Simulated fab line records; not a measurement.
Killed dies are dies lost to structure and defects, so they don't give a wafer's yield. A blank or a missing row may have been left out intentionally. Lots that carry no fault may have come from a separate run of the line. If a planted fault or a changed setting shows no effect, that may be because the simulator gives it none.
Comparing a struck lot with a sound one    flow nand-harc    14 steps out of a route of 1159
Sound: the wafers L683.3, L683.5, L683.6. Struck: wafer L676.2 (left out: L676.3, L676.4 of the same lot, which were not struck); the cause appears at the end.
For every step that has rows: the tool of each side, followed by ch and its chambers, followed by its first start. Under that, the readings that differ: sound wafers    struck wafers    difference of the means    sigmas: that difference in standard deviations of wafers without a fault.
alike: same words and numbers on both sides, and readings whose means sit less than 2 such deviations apart. not compared: any withheld reading, any reading some wafer has no value for, any bound like >300 that may hide the same value, and any number with overlapping values for which the record gives no deviation.
A row with sigmas, a row that says differs or no value, or rows on one side alone: a step with any of these is where the two part. Numbers that have no deviation but don't overlap get no sigmas and don't part them. Lack of a reading on every wafer of one side parts them only where that side has two or more wafers.

first, 2 steps without rows for these wafers: NHARC_A_SOURCE_PLATE_CVD_03 (deposits poly-Si, target thk 200 nm, time 4000 s); NHARC_A_SOURCE_PLATE_ANNEAL_05 (time 1800 s).
NHARC_A_SOURCE_PLATE_THK_MEAS_06: measures by ellipsometry.
  sound on film-metro-02 at day 12 18:55; struck on film-metro-01 at day 11 11:35
reading      sound              struck  difference  sigmas
thk-nm (nm)  197.2 197.8 198.4  203.7   +5.9        +3
NHARC_A_SOURCE_PLATE_INSPECT_08:
  sound on defect-inspect-02 at day 12 18:58; struck on defect-inspect-02 at day 11 11:39
  alike: raw-defect-count
then, 1 step without rows for these wafers: NHARC_A_ONON_D1_DEP_00 (target thk 1000 nm).
NHARC_A_ONON_D1_THK_MEAS_02: measures by ellipsometry.
  sound on film-metro-02 at day 12 19:34; struck on film-metro-02 at day 11 12:13
reading      sound        struck  difference  sigmas
thk-nm (nm)  984 984 986  1006    +21         +3
then, 1 step without rows for these wafers: NHARC_A_ONON_D1_DEP_03 (target thk 1000 nm).
NHARC_A_ONON_D1_THK_MEAS_05: measures by ellipsometry.
  sound on film-metro-02 at day 12 20:07; struck on film-metro-01 at day 11 12:47
  alike: thk-nm
then, 1 step without rows for these wafers: NHARC_A_ONON_D1_DEP_06 (target thk 1000 nm).
NHARC_A_ONON_D1_THK_MEAS_08: measures by ellipsometry.
  sound on film-metro-01 at day 12 20:41; struck on film-metro-01 at day 11 13:22
  alike: thk-nm
NHARC_A_ONON_D1_DEP_09: target thk 1000 nm.
  sound on pecvd-onon-03 ch 0, day 12 20:52; struck on pecvd-onon-02 ch 0, day 11 13:28
  alike: nh3-flow-sccm, sih4-flow-sccm
NHARC_A_ONON_D1_THK_MEAS_11: measures by ellipsometry.
  sound on film-metro-01 at day 12 21:16; struck on film-metro-02 at day 11 13:56
reading      sound           struck  difference  sigmas
thk-nm (nm)  1006 1005 1004  711     -294        -31
then, 1 step without rows for these wafers: NHARC_A_ONON_D1_DEP_12 (target thk 1000 nm).
-- record jumps: 12 days between struck wafers' starts before vs after; left off in module A_ONON_D1, resumes in module END, first step shown is number 1159 of the route --
NHARC_END_SORT_01:
  at this point the record logs the struck wafers (prober-02 ch 0, day 23 08:56) and has no rows for the sound ones

== WHERE THEY PART ==
First at NHARC_A_SOURCE_PLATE_THK_MEAS_06; last, within this record, at NHARC_END_SORT_01.

WHY: the cause the simulator had injected
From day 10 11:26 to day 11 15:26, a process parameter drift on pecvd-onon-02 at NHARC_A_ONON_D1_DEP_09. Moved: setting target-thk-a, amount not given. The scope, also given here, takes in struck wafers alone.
